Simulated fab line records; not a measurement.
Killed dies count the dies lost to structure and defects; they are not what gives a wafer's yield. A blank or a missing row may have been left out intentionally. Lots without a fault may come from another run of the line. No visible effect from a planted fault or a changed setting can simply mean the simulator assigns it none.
fab line records ; flow nandHarc
record lots=11; wafers=33; lastDay=32
route steps=1302 shown A_CHANNEL_HOLE_D2@588 A_CHANNEL_FILL_D2@613
lots that met no fault: from a run of the same line without faults
startH: hours from the record's first day to the start of the lot's first wafer shown ; waitH: hours from the lot's prior step to this one ; " repeats the value in the row above ; L1.1+2: a single row standing in for several wafers ; - no value present, or no start provided ; * or withheld: withheld ; < > ~ a bound
route shown NAME@n: names a module that has steps shown in the file, with the first one's number in the route ; usual: average and standard deviation across the fault-free wafers ; same: alike in all rows ; chamber/n: place in a boat ; sites: the reading at each site ; _std_site: how widely they spread, as a standard deviation ; _edge_site: mean of outer sites minus mean of inner sites ; radiusMm: how far each site lies from the wafer's centre ; mask NAME#n: copy n ; behind: the most recent tool/chamber to have shaped the wafer ; hold: the reason the lot was held/the length of the hold in hours/how it ended ; device: the transistor (n, p or np) that didn't switch ; end of line: the tests these same wafers got at the end of their route ; a step with no rows: only its recipe ; killed: dies lost to structure and defects at the first sort, not the wafer's yield ; map: a wafer's dies, marking killed ones x, the rest . and places with no die _
set.NAME: the setting as run; set.NAME@STEP: as run at that earlier step ; model.NAME: the simulator's own value behind a step, which no gauge read
one table for each step of the route and one row for each wafer, over a sample of lots
services: a tool's chamber out of use, with start hour (startH, from the record's first day; less than 0 if before it), hours out, and reason
## steps
# step NHARC_A_CHANNEL_HOLE_D2_ETCH_34
# recipe targetDepthA=1540; timeS=77; cf4FlowSccm=100; chf3FlowSccm=30; arFlowSccm=0; rfW=500; biasW=200; chemistry=CF4/CHF3
# usual drypumpMotorCurrentA=5.9/0.52; oesProductAu=0.951/0.023; rfVppV=371.5/2.4; showerheadPlenumPTorr=1.60/0.068; throttleValvePct=16.802/0.0089
lot.wafer;tool;chamber;startH;waitH;drypumpMotorCurrentA;oesProductAu;rfHoursCounterH;rfVppV;showerheadPlenumPTorr;throttleValvePct
L817.4;rieDiel-13;0;-;-;6.2;0.971;6.1;373.1;1.65;16.820
L817.1;rieDiel-13;2;-;-;5.5;0.960;5.8;369.5;1.50;16.791
L817.2;rieDiel-13;3;-;-;6.5;0.990;6.0;368.9;1.54;16.799
L818.1;rieDiel-10;1;-;-;5.4;0.934;2.6;367.8;1.49;16.797
L818.2;rieDiel-10;2;-;-;5.0;0.957;3.0;374.6;1.68;16.792
L818.5;rieDiel-10;0;-;-;6.7;0.986;-;368.6;1.56;16.805
L819.2;rieDiel-13;2;-;-;5.5;0.953;6.9;367.7;1.50;16.808
L819.4;rieDiel-13;3;-;-;6.5;0.972;6.8;369.8;1.54;16.799
L819.1;rieDiel-13;0;-;-;6.2;0.951;6.8;373.4;1.65;16.797
L830.4;rieDiel-05;2;-;-;5.7;0.934;9.7;373.4;1.68;16.800
L830.6;rieDiel-05;0;-;-;5.9;0.938;-;373.1;1.58;16.805
L830.5;rieDiel-05;1;-;-;5.1;0.923;-;372.9;1.68;16.805
L829.3;rieDiel-05;3;-;-;6.2;0.908;10.7;372.1;1.66;16.805
L829.1;rieDiel-05;0;-;-;5.9;0.929;9.4;371.4;1.59;16.804
L829.4;rieDiel-05;2;-;-;5.7;0.922;-;374.8;1.68;16.800
L832.2;rieDiel-05;0;-;-;5.9;0.955;0.2;371.4;1.58;16.801
L832.1;rieDiel-05;2;-;-;5.7;0.971;0.3;374.4;1.68;16.799
L832.4;rieDiel-05;3;-;-;6.2;0.972;0.2;373.3;1.66;16.811
L831.2;rieDiel-13;0;-;-;6.2;0.963;5.7;372.3;1.65;16.803
L831.4;rieDiel-13;1;-;-;6.2;0.949;5.4;370.0;1.58;16.803
L831.5;rieDiel-13;0;-;-;6.2;0.958;-;373.1;1.65;16.825
L833.3;rieDiel-10;0;-;-;6.7;0.934;1.8;369.6;1.56;16.809
L833.1;rieDiel-10;2;-;-;5.0;0.931;2.4;373.6;1.68;16.802
L833.4;rieDiel-10;3;-;-;5.1;0.910;2.0;373.5;1.68;16.802
L836.2;rieDiel-13;0;-;-;6.2;0.956;7.4;374.0;1.65;16.805
L836.3;rieDiel-13;3;-;-;6.5;0.982;6.5;370.7;1.54;16.804
L836.6;rieDiel-13;1;-;-;6.2;0.952;-;372.4;1.58;16.801
L838.4;rieDiel-10;0;-;-;6.7;0.935;5.6;369.4;1.56;16.810
L838.2;rieDiel-10;1;-;-;5.4;0.931;5.4;366.8;1.49;16.812
L838.5;rieDiel-10;0;-;-;6.6;0.938;-;369.4;1.56;16.802
L839.4;rieDiel-13;1;-;-;6.2;0.941;8.9;371.5;1.58;16.808
L839.2;rieDiel-13;2;-;-;5.5;0.944;8.6;366.7;1.49;16.815
L839.6;rieDiel-13;0;-;-;6.2;0.950;-;372.7;1.65;16.797
# step NHARC_A_CHANNEL_HOLE_D2_ETCH_25
# recipe biasV=5000; sourceW=withheld; pressureMtorr=20; timeS=1040.2; arFlowSccm=375; c4f8FlowSccm=93.8; o2FlowSccm=31.2; tempC=-20; targetDepthA=15000; chemistry=C4F8/O2/Ar
# usual drypumpMotorCurrentA=5.82/0.15; showerheadPlenumPTorr=3.68/0.19; throttleValvePct=32.235/0.0089
lot.wafer;tool;chamber;startH;waitH;drypumpMotorCurrentA;rfHoursCounterH;showerheadPlenumPTorr;throttleValvePct
L817.2;harEtch-02;1;292.95;0.6;5.62;346;3.39;32.235
L817.1;harEtch-02;0;292.95;0.6;5.94;362;3.53;32.233
L817.4;harEtch-02;1;292.95;0.6;5.64;-;3.39;32.241
L818.2;harEtch-02;1;307.71;0.6;5.66;354;3.39;32.237
L818.1;harEtch-02;0;307.71;0.6;5.93;370;3.52;32.236
L818.5;harEtch-02;0;307.71;0.6;5.94;-;3.52;32.248
L819.1;harEtch-01;0;310.91;0.6;5.99;164;3.69;32.236
L819.2;harEtch-01;1;310.91;0.6;5.75;164;3.50;32.226
L819.4;harEtch-01;0;310.91;0.6;6.03;-;3.69;32.236
L830.4;harEtch-01;1;409.52;0.7;5.74;-;3.47;32.226
L830.5;harEtch-01;1;409.52;0.7;5.72;-;3.47;32.243
L830.6;harEtch-01;0;409.52;0.7;6.03;-;3.65;32.249
L829.1;harEtch-02;0;412.62;0.7;5.90;11;3.92;32.217
L829.3;harEtch-02;1;412.62;0.7;5.65;-;3.91;32.219
L829.4;harEtch-02;0;412.62;0.7;5.92;-;3.92;32.234
L832.1;harEtch-02;0;431.08;0.6;5.95;22;3.92;32.234
L832.2;harEtch-02;1;431.08;0.6;5.67;22;3.90;32.229
L832.4;harEtch-02;1;431.08;0.6;5.68;-;3.90;32.233
L831.2;harEtch-01;1;431.41;0.7;5.72;240;3.46;32.228
L831.4;harEtch-01;0;431.41;0.7;6.00;-;3.65;32.232
L831.5;harEtch-01;1;431.41;0.7;5.68;-;3.46;32.247
L833.1;harEtch-02;1;457.37;0.6;5.64;37;3.89;32.245
L833.3;harEtch-02;1;457.37;0.6;5.63;-;3.89;32.221
L833.4;harEtch-02;0;457.37;0.6;5.93;-;3.91;32.242
L836.2;harEtch-01;0;484.88;0.6;6.02;274;3.63;32.227
L836.3;harEtch-01;1;484.88;0.6;5.74;-;3.44;32.238
L836.6;harEtch-01;0;484.88;0.6;6.04;-;3.63;32.252
L838.2;harEtch-02;0;506.38;0.7;5.94;64;3.89;32.226
L838.4;harEtch-02;1;506.38;0.7;5.66;-;3.88;32.255
L838.5;harEtch-02;0;506.38;0.7;5.91;-;3.89;32.238
L839.2;harEtch-01;0;510.09;0.6;6.02;285;3.62;32.235
L839.4;harEtch-01;0;510.09;0.6;6.01;-;3.62;32.232
L839.6;harEtch-01;0;510.09;0.6;6.02;-;3.62;32.234
# step NHARC_A_CHANNEL_FILL_D2_ALD_03
# recipe targetThkA=60; pulseTimeS=60; aldCycles=58; tempC=630; pressureTorr=2; material=SiNx
# usual precursorPulseHeightRel=1.000/0.023; susceptorTempC=629.89/0.29
lot.wafer;tool;chamber;startH;waitH;precursorPulseHeightRel;susceptorTempC
L817.1;aldSinBatch-03;0;299.84;-;0.981;608.94
L817.2;aldSinBatch-03;0;299.84;-;1.012;608.73
L817.4;aldSinBatch-03;0;299.84;-;1.003;608.79
L818.1;aldSinBatch-03;0;314.15;-;0.955;608.69
L818.2;aldSinBatch-03;0;314.15;-;1.004;608.58
L818.5;aldSinBatch-03;0;314.15;-;1.006;608.76
L819.1;aldSinBatch-01;0;317.80;-;0.962;629.78
L819.2;aldSinBatch-01;0;317.80;-;1.000;630.15
L819.4;aldSinBatch-01;0;317.80;-;1.011;629.89
L830.4;aldSinBatch-01;0;414.76;-;1.039;-
L830.5;aldSinBatch-01;0;414.76;-;1.011;-
L830.6;aldSinBatch-01;0;414.76;-;0.999;-
L829.1;aldSinBatch-01;0;418.99;-;1.012;630.07
L829.3;aldSinBatch-01;0;418.99;-;1.022;629.70
L829.4;aldSinBatch-01;0;418.99;-;1.029;629.52
L831.2;aldSinBatch-03;0;437.56;-;0.995;629.97
L831.4;aldSinBatch-03;0;437.56;-;0.952;629.93
L831.5;aldSinBatch-03;0;437.56;-;0.990;629.79
L832.1;aldSinBatch-03;0;437.56;-;1.005;629.79
L832.2;aldSinBatch-03;0;437.56;-;1.001;629.50
L832.4;aldSinBatch-03;0;437.56;-;0.994;629.55
L833.1;aldSinBatch-01;0;463.80;-;1.006;-
L833.3;aldSinBatch-01;0;463.80;-;1.001;-
L833.4;aldSinBatch-01;0;463.80;-;0.996;-
L836.2;aldSinBatch-01;0;491.33;-;1.047;-
L836.3;aldSinBatch-01;0;491.33;-;1.008;-
L836.6;aldSinBatch-01;0;491.33;-;0.976;-
L838.2;aldSinBatch-03;0;512.67;-;0.983;630.22
L838.4;aldSinBatch-03;0;512.67;-;0.983;630.08
L838.5;aldSinBatch-03;0;512.67;-;1.042;630.24
L839.2;aldSinBatch-02;0;516.54;-;0.992;-
L839.4;aldSinBatch-02;0;516.54;-;0.982;-
L839.6;aldSinBatch-02;0;516.54;-;1.007;-
# step NHARC_A_CHANNEL_FILL_D2_ALD_15
# recipe targetThkA=20; pulseTimeS=60; aldCycles=19; tempC=630; pressureTorr=2; material=SiNx
# usual precursorPulseHeightRel=0.999/0.02; susceptorTempC=629.9/0.3
lot.wafer;tool;chamber;startH;waitH;precursorPulseHeightRel;susceptorTempC
L817.1;aldSinBatch-02;0;307.27;-;0.997;630.3
L817.2;aldSinBatch-02;0;307.27;-;1.040;630.1
L817.4;aldSinBatch-02;0;307.27;-;1.014;630.1
L818.1;aldSinBatch-03;0;320.91;-;1.007;-
L818.2;aldSinBatch-03;0;320.91;-;1.046;-
L818.5;aldSinBatch-03;0;320.91;-;0.957;-
L819.1;aldSinBatch-01;0;326.42;-;0.997;630.3
L819.2;aldSinBatch-01;0;326.42;-;1.028;630.3
L819.4;aldSinBatch-01;0;326.42;-;1.017;630.3
L830.4;aldSinBatch-02;0;421.42;-;1.006;629.6
L830.5;aldSinBatch-02;0;421.42;-;1.007;629.7
L830.6;aldSinBatch-02;0;421.42;-;0.980;629.7
L829.1;aldSinBatch-01;0;425.90;3.0;1.001;629.9
L829.3;aldSinBatch-01;0;425.90;3.0;1.031;629.4
L829.4;aldSinBatch-01;0;425.90;3.0;1.013;630.1
L831.2;aldSinBatch-01;0;444.25;-;1.009;-
L831.4;aldSinBatch-01;0;444.25;-;1.026;-
L831.5;aldSinBatch-01;0;444.25;-;1.002;-
L832.1;aldSinBatch-01;0;444.25;-;0.999;-
L832.2;aldSinBatch-01;0;444.25;-;1.022;-
L832.4;aldSinBatch-01;0;444.25;-;0.992;-
L833.1;aldSinBatch-01;0;470.47;-;1.022;629.8
L833.3;aldSinBatch-01;0;470.47;-;0.984;629.5
L833.4;aldSinBatch-01;0;470.47;-;1.011;629.7
L836.2;aldSinBatch-01;0;498.00;-;1.043;-
L836.3;aldSinBatch-01;0;498.00;-;1.000;-
L836.6;aldSinBatch-01;0;498.00;-;0.959;-
L838.2;aldSinBatch-02;0;520.02;-;1.007;-
L838.4;aldSinBatch-02;0;520.02;-;1.021;-
L838.5;aldSinBatch-02;0;520.02;-;1.005;-
L839.2;aldSinBatch-02;0;523.19;-;0.975;629.7
L839.4;aldSinBatch-02;0;523.19;-;0.981;629.7
L839.6;aldSinBatch-02;0;523.19;-;1.028;629.7
# step NHARC_A_CHANNEL_FILL_D2_ETCHBACK_19
# recipe targetDepthA=50; timeS=1.7; hbrFlowSccm=150; cl2FlowSccm=50; rfW=400; icpW=400; biasW=100; chemistry=HBr/Cl2
# usual drypumpMotorCurrentA=5.7/0.46; oesProductAu=1.001/0.011; throttleValvePct=26.405/0.01
lot.wafer;tool;chamber;startH;waitH;drypumpMotorCurrentA;oesProductAu;rfHoursCounterH;throttleValvePct
L817.2;rieSi-04;2;321.06;0.4;5.7;1.001;0.8;26.411
L817.4;rieSi-04;3;321.06;0.4;5.2;1.013;0.9;26.403
L817.1;rieSi-04;0;321.06;0.4;4.9;1.002;0.9;26.387
L818.2;rieSi-04;2;335.93;0.4;5.6;1.006;0.9;26.412
L818.1;rieSi-04;1;335.93;0.4;6.4;1.009;0.9;26.410
L818.5;rieSi-04;3;335.93;0.4;5.2;1.011;-;26.402
L819.1;rieSi-01;2;340.47;0.4;6.1;0.988;0.9;26.415
L819.4;rieSi-01;3;340.47;0.4;5.9;0.983;0.7;26.416
L819.2;rieSi-01;0;340.47;0.4;5.4;0.992;0.8;26.396
L830.4;rieSi-01;0;433.30;0.4;5.3;0.987;0.2;26.405
L830.5;rieSi-01;1;433.30;0.4;6.0;0.993;-;26.395
L830.6;rieSi-01;2;433.30;0.4;6.1;0.994;-;26.395
L829.4;rieSi-04;2;439.79;0.4;5.7;1.001;0.6;26.396
L829.1;rieSi-04;3;439.79;0.4;5.2;1.030;0.5;26.415
L829.3;rieSi-04;0;439.79;0.4;4.9;1.009;0.6;26.414
L831.2;rieSi-04;0;460.29;0.4;4.9;0.995;0.7;26.402
L831.4;rieSi-04;1;460.29;0.4;6.4;1.001;0.8;26.398
L831.5;rieSi-04;0;460.29;0.4;4.9;1.000;-;26.378
L832.2;rieSi-01;3;460.29;0.4;5.9;0.986;0.4;26.414
L832.1;rieSi-01;0;460.29;0.4;5.4;0.998;0.4;26.397
L832.4;rieSi-01;2;460.29;0.4;6.1;0.987;0.4;26.408
L833.3;rieSi-04;2;487.53;0.4;5.7;0.996;0.9;26.403
L833.4;rieSi-04;3;487.53;0.4;5.2;1.019;0.8;26.411
L833.1;rieSi-04;0;487.53;0.4;4.9;1.000;0.8;26.398
L836.3;rieSi-04;1;511.29;0.4;6.4;1.005;1.0;26.402
L836.2;rieSi-04;2;511.29;0.4;5.7;1.005;1.0;26.415
L836.6;rieSi-04;0;511.29;0.4;4.9;1.003;-;26.390
L838.4;rieSi-04;0;535.91;0.4;4.9;0.985;0.1;26.417
L838.2;rieSi-04;1;535.91;0.4;6.4;1.010;0.1;26.417
L838.5;rieSi-04;0;535.91;0.4;4.9;0.983;-;26.411
L839.2;rieSi-01;3;535.92;0.4;5.9;0.994;0.9;26.401
L839.4;rieSi-01;0;535.92;0.4;5.3;1.008;1.0;26.400
L839.6;rieSi-01;2;535.92;0.4;6.1;1.007;-;26.393
## services
tool;chamber;startH;hours;kind
aldSinBatch-02;-;266.00;26.0;pm
rieSi-04;2;278.92;6.2;repair
rieSi-01;0;300.72;19.6;repair
rieSi-01;3;306.91;3.6;repair
rieSi-04;-;316.84;0.4;repair
rieDiel-13;3;333.51;26.8;repair
rieDiel-13;-;342.00;9.0;pm
rieSi-04;-;342.00;9.0;pm
rieDiel-10;2;342.09;7.5;repair
rieDiel-10;-;362.31;1.3;repair
rieSi-01;-;370.00;9.0;pm
rieDiel-10;1;370.06;4.9;repair
harEtch-02;-;382.62;17.0;pm
rieDiel-05;-;407.28;9.0;pm
aldSinBatch-03;-;408.55;15.4;repair
rieDiel-10;-;419.50;9.0;pm
rieDiel-10;-;436.69;0.7;repair
rieSi-04;-;437.09;0.9;repair
rieDiel-13;-;452.52;4.7;repair
rieDiel-05;3;469.33;1.5;repair
rieSi-04;2;478.40;4.5;repair
aldSinBatch-01;-;506.00;26.0;pm
rieDiel-13;-;519.00;9.0;pm
rieSi-04;-;519.00;9.0;pm
## key
firstSign step=NHARC_A_CHANNEL_FILL_D2_ALD_03; reading=susceptorTempC; direction=down; sigmas=72; usual=*; struck=*
effect none on later readings
metAt NHARC_A_CHANNEL_FILL_D2_ALD_03,NHARC_A_CHANNEL_FILL_D2_ALD_15
struckLots L817,L818
testerLeftOut L817,L818
notActingAt NHARC_A_CHANNEL_HOLE_D2_ETCH_34,NHARC_A_CHANNEL_HOLE_D2_ETCH_25,NHARC_A_CHANNEL_FILL_D2_ETCHBACK_19
fault kind=processParameterDrift; tool=aldSinBatch-03; chamber=-; onsetH=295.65; steps=NHARC_A_CHANNEL_FILL_D1_ALD_03,NHARC_A_CHANNEL_FILL_D1_ALD_15,NHARC_A_CHANNEL_FILL_D2_ALD_03,NHARC_A_CHANNEL_FILL_D2_ALD_15; channel=tempC; offset=*; shape=step; endH=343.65; stated=*
# testerLeftOut: of these lots the tester's yield and bins aren't shown, on N5 and GAA mostly nor the transistor test; their killed dies are dies lost to structure and defects alone, not to doping, threshold or leakage, so they don't give the yield
